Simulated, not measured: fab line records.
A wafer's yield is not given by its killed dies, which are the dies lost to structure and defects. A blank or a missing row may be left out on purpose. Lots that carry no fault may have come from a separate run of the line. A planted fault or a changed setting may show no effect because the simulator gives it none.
fab line records ; flow n5_finfet
record: lots: 8; wafers: 24; last_day: 17
route steps=1938 shown BEOL_M4@1060
lots that met no fault: from a run of the same line without faults
start_h: the number of hours between the record's first day and the start of the first shown wafer of the lot ; wait_h: hours elapsed since this lot's preceding step ; " unchanged from the row above ; L1.1+2: a single row standing in for several wafers ; - either no value or no given start ; * or withheld: withheld ; < > ~ a bound
route shown NAME@n: NAME is a module with steps in the file, n the number in the route of the first one ; usual: average and standard deviation across the fault-free wafers ; same: alike in all rows ; chamber/n: place in a boat ; sites: the reading at each site ; _std_site: standard deviation across them ; _edge_site: inner sites' mean taken away from outer sites' mean ; radius_mm: how far each site lies from the wafer's centre ; mask NAME#n: copy n ; behind: the last tool/chamber to shape the wafer ; hold: the reason the lot was held/the length of the hold in hours/how it ended ; device: names the non-switching transistor (n, p or np) ; end of line: the same wafers' tests at the end of the route ; for a step that has no rows: nothing shown but its recipe ; killed: dies that structure and defects cost at the first sort, which is not the same as the wafer's yield ; map: the dies of a wafer, with x for killed, . for not killed, _ for no die there
set.NAME: the run value of the setting; set.NAME@STEP: its run value at that earlier step ; model.NAME: the simulator's own value behind a step, which no gauge read
one table for each step of the route and one row for each wafer, over a sample of lots
services: a tool's chamber out of use, with start hour (start_h, from the record's first day; less than 0 if before it), hours out, and reason
== steps ==
step: N5_BEOL_M4_ETCH_77
recipe: chemistry: N2/H2; target: underlayer; target_depth_a: 65; mask_material: CAR-EUV; time_s: 5.2; ion_energy_ev: 200; pressure_mtorr: 30; source_w: 840; bias_w: 150; n2_flow_sccm: 200; h2_flow_sccm: 200; ends: cleared
usual: bias_w: 150.1/0.46; drypump_motor_current_A: 5.9/0.41; etch_rf_on_time_s: 5.22/0.07; oes_product_au: 0.66/0.074; rf_vpp_V: 523.9/2.1; showerhead_plenum_p_Torr: 2.55/0.062; throttle_valve_pct: 17.97/0.19
lot.wafer;tool;chamber;start_h;wait_h;bias_w;drypump_motor_current_A;etch_rf_on_time_s;oes_product_au;rf_hours_counter_h;rf_vpp_V;showerhead_plenum_p_Torr;throttle_valve_pct
L305.1;rie_diel-04;0;148.02;0.0;150.2;5.4;5.27;0.59;216;522.0;2.52;17.97
L305.3;rie_diel-04;1;148.02;0.0;149.8;5.7;5.16;0.67;128;527.7;2.67;18.17
L305.5;rie_diel-04;0;148.02;0.0;150.2;5.4;5.27;0.60;-;524.3;2.52;17.97
L309.1;rie_diel-01;1;179.68;0.0;149.6;6.6;5.14;0.62;200;523.3;2.52;18.19
L309.2;rie_diel-01;2;179.68;0.0;149.3;5.9;5.20;0.64;147;522.5;2.55;17.78
L309.3;rie_diel-01;3;179.68;0.0;150.5;6.1;5.14;0.72;54;525.6;2.58;17.94
L310.2;rie_diel-03;2;181.16;0.0;150.5;5.8;5.38;0.60;182;525.5;2.54;18.02
L310.3;rie_diel-03;3;181.16;0.0;150.4;6.1;5.28;0.60;236;524.3;2.50;17.97
L310.5;rie_diel-03;2;181.16;0.0;150.3;5.8;5.44;0.60;-;523.7;2.54;18.06
L311.1;rie_diel-04;2;182.38;0.0;149.9;5.2;5.23;0.60;192;524.3;2.52;18.11
L311.2;rie_diel-04;3;182.38;0.0;149.8;6.1;5.14;0.85;0;523.5;2.50;17.67
L311.6;rie_diel-04;2;182.38;0.0;150.1;5.2;5.24;0.62;-;522.3;2.52;18.10
L323.1;rie_diel-04;1;274.81;0.0;150.3;5.7;5.27;0.63;177;528.3;2.64;18.28
L323.4;rie_diel-04;3;274.81;0.0;148.9;6.1;5.16;0.74;35;522.8;2.49;17.72
L323.5;rie_diel-04;2;274.81;0.0;149.9;5.2;5.21;0.59;-;524.3;2.51;18.17
L322.1;rie_diel-01;1;276.17;0.0;150.5;6.6;5.11;0.60;228;524.1;2.51;18.25
L322.2;rie_diel-01;0;276.17;0.0;149.7;6.5;5.22;0.70;66;527.0;2.68;17.98
L322.5;rie_diel-01;2;276.17;0.0;150.3;5.9;5.22;0.62;-;523.8;2.53;17.85
L325.2;rie_diel-04;1;279.15;0.0;149.9;5.7;5.33;0.63;178;525.3;2.64;18.27
L325.3;rie_diel-04;0;279.15;0.0;150.5;5.4;5.29;0.81;6;522.2;2.50;17.60
L325.5;rie_diel-04;0;279.15;0.0;149.6;5.4;5.25;0.80;-;521.6;2.50;17.60
L326.2;rie_diel-01;0;290.78;0.0;150.4;6.4;5.23;0.70;72;526.5;2.68;17.96
L326.4;rie_diel-01;1;290.78;0.0;151.1;6.6;5.18;0.60;233;523.7;2.51;18.26
L326.6;rie_diel-01;2;290.78;0.0;151.3;5.8;5.31;0.61;-;525.4;2.53;17.84
step: N5_BEOL_M4_ETCH_70
recipe: chemistry: N2/H2; target: SOC; target_depth_a: 800; overetch_a: 240; mask_material: SiARC; temp_c: 40; time_s: 130; ion_energy_ev: 200; pressure_mtorr: 30; source_w: 840; bias_w: 150; n2_flow_sccm: 200; h2_flow_sccm: 200
usual: bias_w: 150.0/0.41; drypump_motor_current_A: 6.0/0.4; oes_product_au: 0.58/0.066; rf_vpp_V: 524.2/2; showerhead_plenum_p_Torr: 2.56/0.067; temp_c: 39.98/0.12; throttle_valve_pct: 17.90/0.21
lot.wafer;tool;chamber;start_h;wait_h;bias_w;drypump_motor_current_A;oes_product_au;rf_hours_counter_h;rf_vpp_V;showerhead_plenum_p_Torr;temp_c;throttle_valve_pct
L305.1;rie_diel-01;3;153.40;0.0;149.8;6.1;0.63;45;526.2;2.58;40.04;17.86
L305.3;rie_diel-01;1;153.40;0.0;149.5;6.6;0.53;190;522.2;2.53;40.03;18.13
L305.5;rie_diel-01;0;153.40;0.0;150.2;6.5;0.66;-;528.0;2.70;40.06;17.83
L309.1;rie_diel-01;0;184.72;0.0;149.9;6.4;0.64;32;529.0;2.70;39.81;17.83
L309.2;rie_diel-01;1;184.72;0.0;149.7;6.6;0.53;201;522.0;2.52;40.17;18.15
L309.3;rie_diel-01;2;184.72;0.0;149.1;5.9;0.55;148;525.7;2.55;40.95;17.75
L311.1;rie_diel-01;1;198.97;0.0;150.5;6.7;0.53;207;523.1;2.52;39.98;18.16
L311.2;rie_diel-01;3;198.97;0.0;149.9;6.1;0.61;61;524.5;2.57;39.87;17.90
L311.6;rie_diel-01;2;198.97;0.0;150.1;5.9;0.55;-;524.5;2.55;41.05;17.76
L310.2;rie_diel-04;3;199.21;0.0;150.6;6.0;0.70;5;521.3;2.50;39.93;17.63
L310.3;rie_diel-04;0;199.21;0.0;149.8;5.4;0.51;234;523.1;2.51;39.90;17.94
L310.5;rie_diel-04;0;199.21;0.0;149.7;5.4;0.51;-;523.7;2.51;39.98;17.95
L323.1;rie_diel-01;3;276.57;0.0;150.2;6.1;0.59;89;523.5;2.56;39.92;17.94
L323.4;rie_diel-01;1;276.57;0.0;150.6;6.6;0.52;228;523.1;2.51;39.80;18.21
L323.5;rie_diel-01;2;276.57;0.0;149.9;5.9;0.54;-;522.3;2.53;40.10;17.81
L322.1;rie_diel-01;2;276.97;0.0;149.6;5.9;0.53;182;522.8;2.53;39.91;17.79
L322.2;rie_diel-01;3;276.97;0.0;150.8;6.1;0.59;90;524.3;2.56;39.90;17.94
L322.5;rie_diel-01;0;276.97;0.0;150.6;6.5;0.61;-;527.7;2.68;40.02;17.90
L325.2;rie_diel-01;0;281.42;0.0;149.7;6.5;0.61;68;527.4;2.68;40.13;17.93
L325.3;rie_diel-01;1;281.42;0.0;149.7;6.7;0.51;229;522.0;2.51;40.05;18.21
L325.5;rie_diel-01;1;281.42;0.0;149.4;6.6;0.52;-;521.5;2.51;39.95;18.22
L326.2;rie_diel-01;1;293.51;0.0;150.2;6.6;0.51;233;523.1;2.51;39.92;18.20
L326.4;rie_diel-01;3;293.51;0.0;151.0;6.1;0.58;96;525.1;2.56;39.93;17.96
L326.6;rie_diel-01;0;293.51;0.0;149.6;6.5;0.61;-;526.1;2.68;40.13;17.93
step: N5_BEOL_M4_ETCH_41
recipe: chemistry: CH3F/O2; target: SiCN; target_depth_a: 299; taper_deg: 2; time_s: 52.5; ion_energy_ev: 120; mask_material: TiN; pressure_mtorr: 30; source_w: 395; bias_w: 75; Ar_flow_sccm: 150; CH3F_flow_sccm: 30; O2_flow_sccm: 20
usual: bias_w: 74.99/0.23; drypump_motor_current_A: 6.0/0.4; oes_product_au: 0.79/0.095; rf_vpp_V: 297.6/1.4; showerhead_plenum_p_Torr: 2.01/0.053; throttle_valve_pct: 16.36/0.22
lot.wafer;tool;chamber;start_h;wait_h;bias_w;drypump_motor_current_A;oes_product_au;rf_hours_counter_h;rf_vpp_V;showerhead_plenum_p_Torr;throttle_valve_pct
L305.1;rie_diel-01;3;-;-;75.07;6.1;0.86;45;300.1;2.04;16.37
L305.3;rie_diel-01;1;-;-;74.90;6.6;0.72;190;298.5;1.99;16.56
L305.5;rie_diel-01;0;-;-;74.90;6.5;0.90;-;299.8;2.13;16.33
L309.1;rie_diel-01;0;-;-;74.93;6.4;0.88;32;300.4;2.12;16.36
L309.2;rie_diel-01;1;-;-;75.21;6.6;0.72;201;299.2;1.98;16.58
L309.3;rie_diel-01;2;-;-;74.92;5.9;0.75;148;297.4;2.01;16.21
L311.1;rie_diel-01;1;-;-;75.11;6.6;0.72;207;296.8;1.98;16.60
L311.2;rie_diel-01;3;-;-;74.71;6.1;0.84;61;298.5;2.03;16.38
L311.6;rie_diel-01;2;-;-;75.14;5.9;0.75;-;297.1;2.01;16.22
L310.2;rie_diel-04;3;-;-;74.91;6.0;0.97;5;297.8;1.97;15.99
L310.3;rie_diel-04;0;-;-;74.61;5.4;0.68;234;297.3;1.97;16.37
L310.5;rie_diel-04;0;-;-;74.90;5.4;0.69;-;298.8;1.97;16.34
L323.1;rie_diel-01;3;-;-;74.97;6.1;0.80;90;297.6;2.02;16.42
L323.4;rie_diel-01;1;-;-;74.91;6.7;0.70;228;296.2;1.97;16.63
L323.5;rie_diel-01;2;-;-;74.69;5.9;0.73;-;298.1;2.00;16.28
L322.1;rie_diel-01;2;-;-;75.56;5.9;0.72;182;295.3;2.00;16.28
L322.2;rie_diel-01;3;-;-;75.06;6.1;0.81;90;297.5;2.02;16.44
L322.5;rie_diel-01;0;-;-;74.81;6.5;0.84;-;298.6;2.11;16.43
L325.2;rie_diel-01;0;-;-;74.99;6.4;0.82;69;299.4;2.11;16.41
L325.3;rie_diel-01;1;-;-;75.12;6.6;0.70;229;296.2;1.97;16.65
L325.5;rie_diel-01;1;-;-;75.00;6.6;0.70;-;296.3;1.97;16.64
L326.2;rie_diel-01;1;-;-;74.84;6.6;0.70;233;297.9;1.97;16.66
L326.4;rie_diel-01;3;-;-;75.07;6.1;0.79;96;299.0;2.02;16.45
L326.6;rie_diel-01;0;-;-;74.89;6.5;0.83;-;298.9;2.11;16.44
step: N5_BEOL_M4_STRIP_97
recipe: chemistry: N2/H2; time_s: 10; power_w: 450; temp_c: 40; pressure_mtorr: 20; rf_frequency_hz: 6e+07; bias_power_w: 7; n2_flow_sccm: 200; h2_flow_sccm: 200
usual: drypump_motor_current_A: 6.0/0.4; oes_product_au: 0.79/0.097; rf_vpp_V: 59.3/0.79; showerhead_plenum_p_Torr: 2.56/0.067; throttle_valve_pct: 23.78/0.21
lot.wafer;tool;chamber;start_h;wait_h;drypump_motor_current_A;oes_product_au;rf_hours_counter_h;rf_vpp_V;showerhead_plenum_p_Torr;throttle_valve_pct
L305.1;rie_diel-01;3;-;-;6.1;0.87;45;58.8;2.58;23.78
L305.3;rie_diel-01;1;-;-;6.6;0.74;190;59.5;2.52;24.06
L305.5;rie_diel-01;0;-;-;6.5;0.91;-;59.9;2.70;23.70
L309.1;rie_diel-01;0;-;-;6.5;0.89;32;60.1;2.69;23.74
L309.2;rie_diel-01;1;-;-;6.6;0.72;201;61.0;2.52;24.08
L309.3;rie_diel-01;2;-;-;5.9;0.76;148;58.9;2.54;23.66
L311.1;rie_diel-01;1;-;-;6.6;0.72;207;59.5;2.52;24.08
L311.2;rie_diel-01;3;-;-;6.1;0.84;61;58.5;2.57;23.81
L311.6;rie_diel-01;2;-;-;5.9;0.75;-;59.3;2.54;23.67
L310.2;rie_diel-04;3;-;-;6.1;0.96;5;57.8;2.50;23.64
L310.3;rie_diel-04;0;-;-;5.4;0.69;234;59.9;2.51;23.88
L310.5;rie_diel-04;0;-;-;5.4;0.70;-;58.7;2.51;23.87
L323.1;rie_diel-01;3;-;-;6.1;0.81;90;59.4;2.56;23.84
L323.4;rie_diel-01;1;-;-;6.6;0.70;228;58.9;2.51;24.11
L323.5;rie_diel-01;2;-;-;5.9;0.72;-;59.5;2.53;23.71
L322.1;rie_diel-01;2;-;-;5.9;0.72;182;59.2;2.53;23.71
L322.2;rie_diel-01;3;-;-;6.1;0.81;90;59.8;2.56;23.84
L322.5;rie_diel-01;0;-;-;6.5;0.83;-;59.4;2.68;23.77
L325.2;rie_diel-01;0;-;-;6.4;0.83;69;58.8;2.68;23.77
L325.3;rie_diel-01;1;-;-;6.6;0.70;229;60.1;2.51;24.10
L325.5;rie_diel-01;1;-;-;6.6;0.70;-;58.2;2.50;24.10
L326.2;rie_diel-01;1;-;-;6.6;0.70;233;57.7;2.50;24.11
L326.4;rie_diel-01;3;-;-;6.1;0.79;96;59.8;2.56;23.85
L326.6;rie_diel-01;0;-;-;6.5;0.82;-;59.3;2.68;23.78
step: N5_BEOL_M4_RC_MEAS_101
usual: DIBL_N: 36.3/1.2; DIBL_P: 36.7/1.5; IOFF_N: 0.164/0.02; IOFF_P: 0.214/0.024; ION_N: 673/8.5; ION_P: 461/5.9; SS_N: 71.6/0.44; SS_P: 73.3/0.55; VT_N: 249.4/2.4; VT_P: -250.0/2.3
lot.wafer;tool;chamber;start_h;wait_h;DIBL_N[mV/V];DIBL_P[mV/V];IOFF_N[nA/um];IOFF_P[nA/um];ION_N[uA/um];ION_P[uA/um];SS_N[mV/dec];SS_P[mV/dec];VT_N[mV];VT_P[mV]
L305.1;prober-01;0;158.09;0.0;36.3;35.8;0.162;0.194;674;458;71.9;73.4;249.4;-251.8
L305.3;prober-01;0;158.09;0.0;35.6;34.9;0.149;0.182;654;449;71.7;73.3;250.6;-255.3
L305.5;prober-01;0;158.09;0.0;36.4;35.2;0.160;0.188;655;453;71.4;74.0;249.2;-251.0
L309.1;prober-01;0;188.99;0.0;36.0;36.0;0.149;0.187;658;446;71.7;73.1;253.4;-250.9
L309.2;prober-01;0;188.99;0.0;36.0;35.6;0.144;0.178;661;452;71.4;73.0;253.4;-251.6
L309.3;prober-01;0;188.99;0.0;36.9;37.8;0.173;0.210;673;458;72.4;73.6;250.8;-251.3
L311.1;prober-01;0;203.66;0.0;36.4;36.7;0.144;0.225;652;459;70.8;73.0;252.7;-248.0
L311.2;prober-01;0;203.66;0.0;33.3;33.2;0.112;0.173;676;465;70.8;71.9;254.2;-249.8
L311.6;prober-01;0;203.66;0.0;35.5;35.5;0.134;0.205;669;464;71.2;72.8;252.9;-250.0
L310.2;prober-01;0;205.67;0.2;37.4;37.3;0.179;0.263;691;480;71.8;73.7;247.9;-244.0
L310.3;prober-01;0;205.67;0.2;37.9;38.3;0.193;0.274;672;466;72.1;74.0;243.3;-242.7
L310.5;prober-01;0;205.67;0.2;36.1;36.5;0.152;0.238;689;474;71.8;73.6;246.9;-246.4
L323.1;prober-01;0;280.96;0.0;33.7;35.5;0.131;0.181;664;458;71.2;72.7;252.4;-252.3
L323.4;prober-01;0;280.96;0.0;32.4;33.5;0.114;0.160;662;455;71.1;72.2;254.5;-253.9
L323.5;prober-01;0;280.96;0.0;34.8;36.5;0.151;0.200;660;454;70.9;73.3;249.7;-249.8
L322.1;prober-02;0;282.84;0.0;35.7;36.6;0.176;0.214;678;460;71.9;73.4;248.0;-253.1
L322.2;prober-02;0;282.84;0.0;35.6;36.9;0.173;0.209;675;461;72.3;73.1;249.2;-250.9
L322.5;prober-02;0;282.84;0.0;35.6;36.2;0.174;0.202;682;459;72.5;73.6;247.9;-251.1
L325.2;prober-02;0;286.32;0.2;38.6;37.3;0.201;0.240;679;465;71.2;73.5;245.6;-246.5
L325.3;prober-02;0;286.32;0.2;36.9;36.2;0.162;0.213;664;454;70.9;73.0;249.2;-248.0
L325.5;prober-02;0;286.32;0.2;39.0;37.4;0.196;0.229;666;460;71.8;73.7;246.6;-249.1
L326.2;prober-01;0;300.19;0.2;36.0;36.4;0.163;0.219;675;461;71.3;73.2;246.9;-248.3
L326.4;prober-01;0;300.19;0.2;37.5;38.9;0.194;0.256;671;460;71.9;73.7;245.0;-248.7
L326.6;prober-01;0;300.19;0.2;36.9;38.2;0.180;0.244;674;465;71.4;73.9;247.3;-248.9
== services ==
tool;chamber;start_h;hours;kind
rie_diel-03;0;155.80;6.7;repair
rie_diel-04;3;168.49;-;clean
rie_diel-04;3;168.49;-;consumable_replace:focus_ring
rie_diel-04;3;168.49;13.4;scheduled_down
rie_diel-04;3;168.49;13.4;vent_cycle
rie_diel-03;1;180.59;-;clean
rie_diel-03;1;180.59;-;consumable_replace:focus_ring
rie_diel-03;1;180.59;22.5;scheduled_down
rie_diel-03;1;180.59;22.5;vent_cycle
rie_diel-03;3;213.59;-;clean
rie_diel-03;3;213.59;-;consumable_replace:focus_ring
rie_diel-03;3;213.59;18.4;scheduled_down
rie_diel-03;3;213.59;18.4;vent_cycle
rie_diel-01;1;228.63;16.2;repair
rie_diel-03;-;239.55;1.0;repair
rie_diel-03;0;242.02;-;clean
rie_diel-03;0;242.02;-;consumable_replace:focus_ring
rie_diel-03;0;242.02;17.0;scheduled_down
rie_diel-03;0;242.02;17.0;vent_cycle
rie_diel-04;0;244.31;-;clean
rie_diel-04;0;244.31;-;consumable_replace:focus_ring
rie_diel-04;0;244.31;18.2;scheduled_down
rie_diel-04;0;244.31;18.2;vent_cycle
rie_diel-03;1;261.09;19.7;repair
== key ==
first_sign: step: N5_BEOL_M4_ETCH_70; reading: temp_c; direction: up; sigmas: 8.8; usual: *; struck: *
effect none on later readings
met_at N5_BEOL_M4_ETCH_70
struck_lots L309,L311
struck_wafers L309.3,L311.6
not_acting_at N5_BEOL_M4_ETCH_77,N5_BEOL_M4_ETCH_41,N5_BEOL_M4_STRIP_97
fault: kind: process_parameter_drift; tool: rie_diel-01; chamber: 2; onset_h: 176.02; steps: N5_BEOL_M4_ETCH_70; channel: temp_c; offset: *; shape: step; end_h: 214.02; acts_in: *; stated: *
